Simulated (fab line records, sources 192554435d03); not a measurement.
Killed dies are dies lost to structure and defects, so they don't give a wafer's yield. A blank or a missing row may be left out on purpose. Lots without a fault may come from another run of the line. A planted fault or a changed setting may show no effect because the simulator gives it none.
Chamber matching | flow n5_finfet | N5_BEOL_M8_ALD_77 on ald_metal-02: 4 sister chambers
The step deposits TaN, target thk 2 nm, pulse time 2 s, purge time 3 s. 4 wafers are shown with their chamber, then 8 later ones without.

WAFERS WITH THEIR CHAMBER
wafer  | chamber | heater_power_w (W)
L081.5 | 3       | 462
L089.1 | 2       | 486
L089.5 | 1       | 424
L093.2 | 0       | 354

WAFERS WITHOUT THEIR CHAMBER
wafer  | heater_power_w (W)
L093.4 | 483
L093.5 | 363
L097.4 | 360
L097.5 | 483
L097.6 | 424
L096.2 | 483
L096.4 | 434
L096.6 | 376

WHICH CHAMBER EACH WENT THROUGH
wafer  | from the rows above     | in truth
L093.4 | can't be placed: 2 or 3 | 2
L093.5 | 0                       | 0
L097.4 | 0                       | 0
L097.5 | can't be placed: 2 or 3 | 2
L097.6 | 1                       | 1
L096.2 | can't be placed: 2 or 3 | 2
L096.4 | can't be placed: 1 or 3 | 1
L096.6 | 0                       | 0
Placed correctly: 4 of 8. Can't be placed from these rows: 4 (the true chamber is among the candidates in 4). Placed wrongly: 0.
How it was worked out, from the rows above alone: a wafer's distance from a chamber is the root of the sum, over the readings, of the square of ((its reading less the chamber's mean) divided by the reading's scatter). The wafer belongs to the nearest chamber; if the next one is less than 2 further off, it can't be placed. A chamber's mean is the mean of its shown wafers. The scatter: with one shown wafer a chamber, the root of the mean of the squares of how far each hidden wafer lies from its nearest shown one.
